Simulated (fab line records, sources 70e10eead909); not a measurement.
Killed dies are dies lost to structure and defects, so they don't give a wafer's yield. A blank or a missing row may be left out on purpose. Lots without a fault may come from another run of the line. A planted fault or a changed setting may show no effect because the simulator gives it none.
fab line records | flow nand_harc | part 1 of 2: steps 1 to 12 of 21
record lots=5 wafers=15 last_day=33
route steps=1302 shown A_CHANNEL_HOLE_D1@466
lots that met no fault: from a run of the same line without faults
start_h: hours from the record's first day to the start of the lot's first wafer shown | wait_h: hours since the lot's step before | " the same as in the row above | L1.1+2: a row that stands for several wafers | - no value, or no start given | * or withheld: withheld | < > ~ a bound
route shown NAME@n: a module of which the file shows steps, and the number in the route of the first | usual: mean/standard deviation of fault-free wafers | same: alike in all rows | chamber/n: place in a boat | sites: the reading at each site | _std_site: their standard deviation | _edge_site: outer sites' mean less inner sites' | radius_mm: how far each site lies from the wafer's centre | mask NAME#n: copy n | behind: the tool/chamber that last shaped the wafer | hold: why the lot was held/for how many hours/how that ended | device: the transistor (n, p or np) that didn't switch | end of line: the same wafers' tests at the end of the route | a step without rows: its recipe alone | killed: dies lost to structure and defects at the first sort, not the wafer's yield | map: a wafer's dies, x killed, . not, _ none there
set.NAME: the setting as run; set.NAME@STEP: as run at that earlier step | model.NAME: the simulator's own value behind a step, which no gauge read
lots at some steps of the route; a table a step, a row a wafer
services: from which hour (start_h, from the record's first day; less than 0 if before it) a tool's chamber was out of use, for how many hours, and why
## steps
# step NHARC_A_CHANNEL_HOLE_D1_ETCH_38
# recipe target_depth_a=390 over_etch_frac=0.3 time_s=65 ion_energy_ev=80 cf4_flow_sccm=150 ar_flow_sccm=0 rf_w=300 bias_w=100 chemistry=CF4
# usual drypump_motor_current_A=5.7/0.4 mfc_ar_sccm=0.007/0.0075 oes_product_au=1.002/0.011 rf_vpp_V=151.0/1.2 showerhead_plenum_p_Torr=1.74/0.081 throttle_valve_pct=13.284/0.0092
# same time_s=65
# columns lot.wafer tool chamber start_h wait_h drypump_motor_current_A mfc_ar_sccm oes_product_au rf_hours_counter_h rf_vpp_V showerhead_plenum_p_Torr throttle_valve_pct
L082.2 rie_diel-06 0 259.85 0.1 6.4 0 0.992 9 148.2 1.65 13.278
L082.6 " 1 " " 5.5 0.019 1.017 - 149.8 1.65 13.284
L082.5 " 2 " " 5.8 0.013 1.012 - 153.7 1.87 13.296
L083.3 rie_diel-06 1 265.71 0.1 5.5 0.019 1.019 11 150.4 1.65 13.284
L083.1 " 2 " " 5.8 0.013 1.019 11 153.3 1.87 13.279
L083.4 " 3 " " 5.3 0 1.013 9 150.4 1.78 13.268
L089.1 rie_diel-06 0 326.63 0.1 6.3 0 1.007 2 151.1 1.65 13.270
L089.2 " 1 " " 5.5 0.019 1.013 2 150.3 1.65 13.293
L089.5 " 1 " " 5.5 0.019 1.008 - 150.6 1.65 13.294
L093.1 rie_diel-13 2 378.38 0.1 5.1 0 1.005 6 151.3 1.82 13.305
L093.2 " 3 " " 5.5 0.009 1.001 2 150.6 1.78 13.284
L093.3 " 0 " " 5.3 0.009 1.002 7 151.1 1.78 13.284
L096.2 rie_diel-13 0 403.30 0.1 5.3 0.009 1.001 15 151.4 1.78 13.279
L096.1 " 1 " " 5.9 0.010 1.007 15 151.8 1.73 13.303
L096.3 " 2 " " 5.1 0 1.001 12 151.3 1.82 13.276
# step NHARC_A_CHANNEL_HOLE_D1_ETCH_39
# recipe target_depth_a=2600 over_etch_frac=0.3 time_s=325 ion_energy_ev=200 n2_flow_sccm=150 h2_flow_sccm=150 ar_flow_sccm=0 rf_w=400 bias_w=150 chemistry=N2/H2
# usual drypump_motor_current_A=5.7/0.39 mfc_ar_sccm=0.007/0.0076 oes_product_au=1.003/0.0098 rf_vpp_V=430/3.1 showerhead_plenum_p_Torr=2.01/0.11 throttle_valve_pct=14.170/0.0089
# same time_s=325
# columns lot.wafer tool chamber start_h wait_h drypump_motor_current_A mfc_ar_sccm oes_product_au rf_hours_counter_h rf_vpp_V showerhead_plenum_p_Torr throttle_valve_pct
L082.2 rie_diel-06 1 - - 5.5 0.019 1.008 11 427 1.89 14.162
L082.5 " 3 " " 5.3 0 1.010 - 430 2.05 14.165
L082.6 " 0 " " 6.4 0 0.990 - 426 1.89 14.171
L083.3 rie_diel-06 0 - - 6.3 0 0.989 10 427 1.89 14.167
L083.1 " 1 " " 5.6 0.019 0.994 11 426 1.89 14.162
L083.4 " 3 " " 5.3 0 1.009 10 431 2.05 14.170
L089.1 rie_diel-06 3 - - 5.3 0 1.007 1 430 2.05 14.159
L089.2 " 0 " " 6.4 0 1.010 2 427 1.89 14.169
L089.5 " 2 " " 5.8 0.013 1.009 - 433 2.17 14.171
L093.1 rie_diel-13 2 - - 5.1 0 1.006 6 432 2.10 14.144
L093.2 " 3 " " 5.5 0.009 1.007 2 430 2.06 14.174
L093.3 " 0 " " 5.3 0.009 1.002 7 431 2.06 14.184
L096.2 rie_diel-13 2 - - 5.1 0 1.004 12 432 2.10 14.171
L096.3 " 3 " " 5.5 0.009 1.004 8 431 2.06 14.169
L096.1 " 0 " " 5.3 0.009 0.994 15 433 2.06 14.161
# step NHARC_A_CHANNEL_HOLE_D1_ETCH_34
# recipe target_depth_a=1540 time_s=77 cf4_flow_sccm=100 chf3_flow_sccm=30 ar_flow_sccm=0 rf_w=500 bias_w=200 chemistry=CF4/CHF3
# usual drypump_motor_current_A=5.7/0.41 mfc_ar_sccm=0.007/0.0077 oes_product_au=0.948/0.024 rf_vpp_V=369.5/2.6 showerhead_plenum_p_Torr=1.54/0.072 throttle_valve_pct=16.800/0.0087
# same time_s=77
# columns lot.wafer tool chamber start_h wait_h drypump_motor_current_A mfc_ar_sccm oes_product_au rf_hours_counter_h rf_vpp_V showerhead_plenum_p_Torr throttle_valve_pct
L082.2 rie_diel-06 1 - - 5.5 0.019 0.938 11 367.0 1.47 16.801
L082.5 " 0 " " 6.4 0 0.904 - 368.2 1.47 16.791
L082.6 " 1 " " 5.5 0.019 0.939 - 367.7 1.47 16.801
L083.1 rie_diel-06 3 - - 5.2 0 0.931 10 370.5 1.58 16.806
L083.3 " 0 " " 6.4 0 0.923 10 367.9 1.47 16.798
L083.4 " 2 " " 5.8 0.013 0.934 11 373.2 1.66 16.804
L089.1 rie_diel-06 2 - - 5.8 0.013 0.951 2 375.1 1.66 16.792
L089.2 " 3 " " 5.3 0 0.952 2 370.9 1.58 16.781
L089.5 " 1 " " 5.5 0.019 0.976 - 367.9 1.46 16.807
L093.3 rie_diel-13 2 - - 5.1 0 0.927 6 370.9 1.62 16.792
L093.2 " 0 " " 5.3 0.009 0.922 7 370.4 1.59 16.799
L093.1 " 1 " " 5.9 0.010 0.916 7 368.4 1.54 16.805
L096.1 rie_diel-13 0 - - 5.3 0.009 0.958 15 371.6 1.59 16.801
L096.3 " 1 " " 5.9 0.010 0.950 15 368.9 1.54 16.803
L096.2 " 2 " " 5.1 0 0.982 12 371.3 1.62 16.795
# step NHARC_A_CHANNEL_HOLE_D1_ETCH_16
# recipe target_depth_a=31000 over_etch_frac=0.3 time_s=806 ion_energy_ev=150 o2_flow_sccm=400 cos_flow_sccm=20 ar_flow_sccm=0 rf_w=500 bias_w=300 chemistry=O2/COS
# usual drypump_motor_current_A=5.7/0.39 mfc_ar_sccm=0.008/0.0077 oes_product_au=1.002/0.01 rf_vpp_V=313.4/2.3 showerhead_plenum_p_Torr=3.07/0.15 throttle_valve_pct=28.330/0.0093
# same time_s=806
# columns lot.wafer tool chamber start_h wait_h drypump_motor_current_A mfc_ar_sccm oes_product_au rf_hours_counter_h rf_vpp_V showerhead_plenum_p_Torr throttle_valve_pct
L082.2 rie_diel-06 1 - - 5.6 0.019 1.011 11 312.1 2.91 28.316
L082.6 " 0 " " 6.3 0 0.993 - 311.0 2.92 28.320
L082.5 " 1 " " 5.6 0.019 1.009 - 311.3 2.91 28.332
L083.4 rie_diel-06 1 - - 5.6 0.019 0.994 12 310.1 2.91 28.330
L083.3 " 2 " " 5.8 0.013 1.002 11 317.5 3.30 28.320
L083.1 " 3 " " 5.3 0 0.992 10 315.0 3.14 28.340
L089.1 rie_diel-06 3 - - 5.3 0 1.002 2 313.2 3.14 28.334
L089.2 " 0 " " 6.3 0 1.009 2 309.9 2.91 28.312
L089.5 " 3 " " 5.3 0 1.008 - 314.3 3.14 28.326
L093.2 rie_diel-13 0 - - 5.3 0.009 0.996 7 313.7 3.15 28.350
L093.1 " 1 " " 5.9 0.010 0.993 7 314.9 3.05 28.328
L093.3 " 2 " " 5.1 0 1.011 6 314.1 3.21 28.318
L096.1 rie_diel-13 3 - - 5.5 0.009 1.012 8 314.7 3.14 28.329
L096.3 " 0 " " 5.3 0.009 0.995 16 314.6 3.14 28.339
L096.2 " 1 " " 5.9 0.010 0.990 15 313.8 3.05 28.337
# step NHARC_A_CHANNEL_HOLE_D1_CD_MEAS_18
# usual cd_nm=100.0/1.6
# columns lot.wafer tool chamber start_h wait_h cd_nm
L082.2 cd_sem-02 - 260.87 - 99.5
L082.5 " - " " 99.6
L082.6 " - " " 103.5
L083.1 cd_sem-02 - 266.72 - 101.8
L083.3 " - " " 101.8
L083.4 " - " " 98.5
L089.1 cd_sem-01 - 327.66 - 99.5
L089.2 " - " " 98.6
L089.5 " - " " 99.4
L093.1 cd_sem-02 - 379.40 - 101.4
L093.2 " - " " 98.0
L093.3 " - " " 99.9
L096.1 cd_sem-01 - 404.33 - 100.9
L096.2 " - " " 103.3
L096.3 " - " " 97.3
# step NHARC_A_CHANNEL_HOLE_D1_ETCH_19
# recipe bias_v=1200 source_w=2500 pressure_mtorr=15 time_s=34.5 ar_flow_sccm=375 c4f8_flow_sccm=28.8 o2_flow_sccm=96.2 temp_c=-20 target_depth_a=* chemistry=C4F8/O2/Ar
# usual drypump_motor_current_A=5.8/0.57 mfc_ar_sccm=375.1/1 showerhead_plenum_p_Torr=3.71/0.14 throttle_valve_pct=37.037/0.0083
# same time_s=34.5
# columns lot.wafer tool chamber start_h wait_h drypump_motor_current_A mfc_ar_sccm rf_hours_counter_h showerhead_plenum_p_Torr throttle_valve_pct
L082.2 har_etch-02 0 263.01 2.1 5.9 376.2 347 3.68 37.036
L082.6 " 0 " " 5.9 375.0 - 3.68 37.056
L082.5 " 1 " " 6.8 375.3 - 3.42 37.036
L083.1 har_etch-01 0 266.81 0.1 5.4 375.2 134 3.60 37.038
L083.4 " 1 " " 5.3 375.5 - 3.75 37.054
L083.3 " 0 " " 5.3 372.6 - 3.60 37.043
L089.2 har_etch-02 1 329.89 2.2 6.8 375.4 369 3.98 37.024
L089.1 " 0 " " 5.9 375.8 385 3.66 37.030
L089.5 " 1 " " 6.8 375.6 - 3.98 37.043
L093.1 har_etch-01 1 379.47 0.1 5.3 373.7 199 3.71 37.047
L093.2 " 0 " " 5.4 372.6 199 3.57 37.025
L093.3 " 0 " " 5.4 373.8 - 3.57 37.046
L096.1 har_etch-01 1 404.41 0.1 5.3 374.9 218 3.70 37.043
L096.2 " 0 " " 5.3 375.0 218 3.56 37.044
L096.3 " 1 " " 5.3 374.9 - 3.70 37.042
# step NHARC_A_CHANNEL_HOLE_D1_ETCH_20
# recipe bias_v=3000 source_w=withheld pressure_mtorr=20 time_s=361.9 ar_flow_sccm=375 c4f8_flow_sccm=89.3 o2_flow_sccm=35.7 temp_c=-20 target_depth_a=16000 chemistry=C4F8/O2/Ar
# usual drypump_motor_current_A=5.8/0.57 mfc_ar_sccm=374.9/1.2 showerhead_plenum_p_Torr=3.66/0.14 throttle_valve_pct=32.155/0.0098
# same time_s=361.9
# columns lot.wafer tool chamber start_h wait_h drypump_motor_current_A mfc_ar_sccm rf_hours_counter_h showerhead_plenum_p_Torr throttle_valve_pct
L082.2 har_etch-02 0 263.12 0.1 5.9 374.8 347 3.64 32.146
L082.6 " 0 " " 5.9 374.0 - 3.64 32.138
L082.5 " 1 " " 6.9 374.5 - 3.39 32.164
L083.1 har_etch-01 0 266.95 0.1 5.4 377.2 134 3.57 32.141
L083.4 " 1 " " 5.3 372.7 - 3.70 32.157
L083.3 " 0 " " 5.4 374.4 - 3.57 32.137
L089.2 har_etch-02 1 330.00 0.1 6.9 376.2 370 3.92 32.148
L089.1 " 0 " " 5.9 375.5 385 3.62 32.162
L089.5 " 1 " " 6.9 374.5 - 3.92 32.154
L093.1 har_etch-01 1 379.59 0.1 5.3 375.1 199 3.67 32.141
L093.2 " 0 " " 5.3 375.3 199 3.53 32.157
L093.3 " 0 " " 5.4 375.3 - 3.53 32.173
L096.1 har_etch-01 1 404.53 0.1 5.3 375.2 218 3.66 32.170
L096.2 " 0 " " 5.4 374.2 218 3.52 32.145
L096.3 " 1 " " 5.3 374.5 - 3.66 32.172
# step NHARC_A_CHANNEL_HOLE_D1_ETCH_21
# recipe bias_v=3000 source_w=withheld pressure_mtorr=20 time_s=514.3 ar_flow_sccm=375 c4f8_flow_sccm=89.3 o2_flow_sccm=35.7 temp_c=-20 target_depth_a=16000 chemistry=C4F8/O2/Ar
# usual drypump_motor_current_A=5.8/0.57 mfc_ar_sccm=375.2/1.1 showerhead_plenum_p_Torr=3.66/0.14 throttle_valve_pct=32.154/0.0091
# same time_s=514.3
# columns lot.wafer tool chamber start_h wait_h drypump_motor_current_A mfc_ar_sccm rf_hours_counter_h showerhead_plenum_p_Torr throttle_valve_pct
L082.2 har_etch-02 0 263.44 0.3 5.9 376.7 347 3.64 32.152
L082.6 " 0 " " 5.9 377.8 - 3.64 32.136
L082.5 " 1 " " 6.8 376.8 - 3.39 32.145
L083.1 har_etch-01 0 267.29 0.3 5.3 372.4 134 3.57 32.161
L083.4 " 1 " " 5.3 376.5 - 3.70 32.165
L083.3 " 0 " " 5.3 374.6 - 3.57 32.148
L089.2 har_etch-02 1 332.85 2.8 6.9 373.1 370 3.92 32.154
L089.1 " 0 " " 5.9 377.6 386 3.62 32.163
L089.5 " 1 " " 6.8 374.1 - 3.92 32.161
L093.1 har_etch-01 1 379.90 0.3 5.3 373.9 199 3.67 32.167
L093.2 " 0 " " 5.4 376.2 199 3.53 32.158
L093.3 " 0 " " 5.4 374.6 - 3.53 32.154
L096.1 har_etch-01 1 404.85 0.3 5.3 374.8 218 3.66 32.147
L096.2 " 0 " " 5.4 375.6 218 3.52 32.168
L096.3 " 1 " " 5.3 373.0 - 3.66 32.157
# step NHARC_A_CHANNEL_HOLE_D1_ETCH_22
# recipe bias_v=3000 source_w=withheld pressure_mtorr=20 time_s=666.7 ar_flow_sccm=375 c4f8_flow_sccm=89.3 o2_flow_sccm=35.7 temp_c=-20 target_depth_a=16000 chemistry=C4F8/O2/Ar
# usual drypump_motor_current_A=5.8/0.57 mfc_ar_sccm=375.1/1 showerhead_plenum_p_Torr=3.66/0.14 throttle_valve_pct=32.156/0.0089
# same time_s=666.7
# columns lot.wafer tool chamber start_h wait_h drypump_motor_current_A mfc_ar_sccm rf_hours_counter_h showerhead_plenum_p_Torr throttle_valve_pct
L082.2 har_etch-02 0 263.87 0.4 5.9 375.0 348 3.64 32.162
L082.6 " 0 " " 5.9 375.4 - 3.64 32.154
L082.5 " 1 " " 6.8 375.1 - 3.39 32.159
L083.1 har_etch-01 0 267.75 0.4 5.4 374.7 135 3.57 32.144
L083.4 " 1 " " 5.3 374.2 - 3.70 32.158
L083.3 " 0 " " 5.4 374.8 - 3.57 32.144
L089.2 har_etch-02 1 333.29 0.4 6.8 374.3 370 3.92 32.163
L089.1 " 0 " " 5.9 372.5 386 3.62 32.145
L089.5 " 1 " " 6.8 374.4 - 3.92 32.140
L093.1 har_etch-01 1 380.34 0.4 5.3 375.7 200 3.67 32.163
L093.2 " 0 " " 5.3 375.8 200 3.53 32.163
L093.3 " 0 " " 5.3 374.7 - 3.53 32.142
L096.1 har_etch-01 1 405.29 0.4 5.3 374.0 219 3.66 32.157
L096.2 " 0 " " 5.4 373.2 219 3.52 32.141
L096.3 " 1 " " 5.3 376.5 - 3.66 32.150
# step NHARC_A_CHANNEL_HOLE_D1_ETCH_23
# recipe bias_v=5000 source_w=withheld pressure_mtorr=20 time_s=819 ar_flow_sccm=375 c4f8_flow_sccm=89.3 o2_flow_sccm=35.7 temp_c=-20 target_depth_a=16000 chemistry=C4F8/O2/Ar
# usual drypump_motor_current_A=5.8/0.56 mfc_ar_sccm=375.0/1.2 showerhead_plenum_p_Torr=3.66/0.14 throttle_valve_pct=32.156/0.0088
# same time_s=819
# columns lot.wafer tool chamber start_h wait_h drypump_motor_current_A mfc_ar_sccm rf_hours_counter_h showerhead_plenum_p_Torr throttle_valve_pct
L082.2 har_etch-02 0 264.44 0.5 5.9 376.8 348 3.64 32.150
L082.6 " 0 " " 5.9 374.2 - 3.64 32.140
L082.5 " 1 " " 6.9 374.1 - 3.39 32.156
L083.1 har_etch-01 0 268.34 0.5 5.4 375.0 135 3.57 32.145
L083.4 " 1 " " 5.3 375.6 - 3.70 32.147
L083.3 " 0 " " 5.4 374.0 - 3.57 32.147
L089.2 har_etch-02 1 333.86 0.5 6.8 375.4 371 3.92 32.154
L089.1 " 0 " " 5.9 375.7 387 3.62 32.153
L089.5 " 1 " " 6.8 376.1 - 3.92 32.168
L093.1 har_etch-01 1 380.90 0.5 5.3 372.8 200 3.67 32.167
L093.2 " 0 " " 5.4 374.0 200 3.53 32.145
L093.3 " 0 " " 5.4 374.5 - 3.53 32.152
L096.1 har_etch-01 1 405.84 0.5 5.3 376.2 219 3.66 32.173
L096.2 " 0 " " 5.4 376.8 219 3.52 32.149
L096.3 " 1 " " 5.3 376.4 - 3.66 32.167
# step NHARC_A_CHANNEL_HOLE_D1_ETCH_24
# recipe bias_v=5000 source_w=withheld pressure_mtorr=20 time_s=906.2 ar_flow_sccm=375 c4f8_flow_sccm=93.8 o2_flow_sccm=31.2 temp_c=-20 target_depth_a=15000 chemistry=C4F8/O2/Ar
# usual drypump_motor_current_A=5.8/0.57 mfc_ar_sccm=375.0/1.1 showerhead_plenum_p_Torr=3.66/0.14 throttle_valve_pct=32.235/0.009
# same time_s=906.2
# columns lot.wafer tool chamber start_h wait_h drypump_motor_current_A mfc_ar_sccm rf_hours_counter_h showerhead_plenum_p_Torr throttle_valve_pct
L082.2 har_etch-02 0 265.12 0.6 5.9 374.9 349 3.64 32.234
L082.6 " 0 " " 5.9 375.0 - 3.64 32.243
L082.5 " 1 " " 6.8 374.5 - 3.39 32.244
L083.1 har_etch-01 0 269.05 0.6 5.4 374.2 136 3.56 32.230
L083.4 " 1 " " 5.3 375.3 - 3.70 32.245
L083.3 " 0 " " 5.4 375.4 - 3.56 32.228
L089.2 har_etch-02 1 334.56 0.6 6.8 372.6 372 3.92 32.243
L089.1 " 0 " " 5.9 374.1 387 3.62 32.252
L089.5 " 1 " " 6.8 374.9 - 3.92 32.215
L093.1 har_etch-01 1 381.59 0.6 5.3 375.5 201 3.66 32.232
L093.2 " 0 " " 5.4 374.2 201 3.53 32.241
L093.3 " 0 " " 5.3 374.4 - 3.53 32.242
L096.1 har_etch-01 1 406.55 0.6 5.3 373.9 220 3.65 32.228
L096.2 " 0 " " 5.3 374.7 220 3.52 32.217
L096.3 " 1 " " 5.4 374.7 - 3.65 32.238
# step NHARC_A_CHANNEL_HOLE_D1_ETCH_25
# recipe bias_v=5000 source_w=withheld pressure_mtorr=20 time_s=1040.2 ar_flow_sccm=375 c4f8_flow_sccm=93.8 o2_flow_sccm=31.2 temp_c=-20 target_depth_a=15000 chemistry=C4F8/O2/Ar
# usual drypump_motor_current_A=5.8/0.57 mfc_ar_sccm=375.0/1.1 showerhead_plenum_p_Torr=3.66/0.14 throttle_valve_pct=32.235/0.0098
# same time_s=1040.2
# columns lot.wafer tool chamber start_h wait_h drypump_motor_current_A mfc_ar_sccm rf_hours_counter_h showerhead_plenum_p_Torr throttle_valve_pct
L082.2 har_etch-02 0 265.90 0.6 5.9 373.4 350 3.64 32.230
L082.6 " 0 " " 5.9 374.3 - 3.64 32.232
L082.5 " 1 " " 6.8 376.1 - 3.39 32.249
L083.1 har_etch-01 0 269.84 0.7 5.4 373.4 137 3.56 32.246
L083.4 " 1 " " 5.3 377.3 - 3.70 32.216
L083.3 " 0 " " 5.4 376.4 - 3.56 32.251
L089.2 har_etch-02 1 335.32 0.6 6.8 375.7 372 3.92 32.234
L089.1 " 0 " " 5.9 375.2 388 3.62 32.217
L089.5 " 1 " " 6.9 376.5 - 3.92 32.233
L093.1 har_etch-01 1 382.35 0.6 5.3 375.1 202 3.66 32.244
L093.2 " 0 " " 5.4 377.6 202 3.53 32.230
L093.3 " 0 " " 5.4 375.5 - 3.53 32.245
L096.1 har_etch-01 1 407.33 0.6 5.4 373.9 221 3.65 32.227
L096.2 " 0 " " 5.4 374.8 221 3.52 32.229
L096.3 " 1 " " 5.4 374.0 - 3.65 32.236
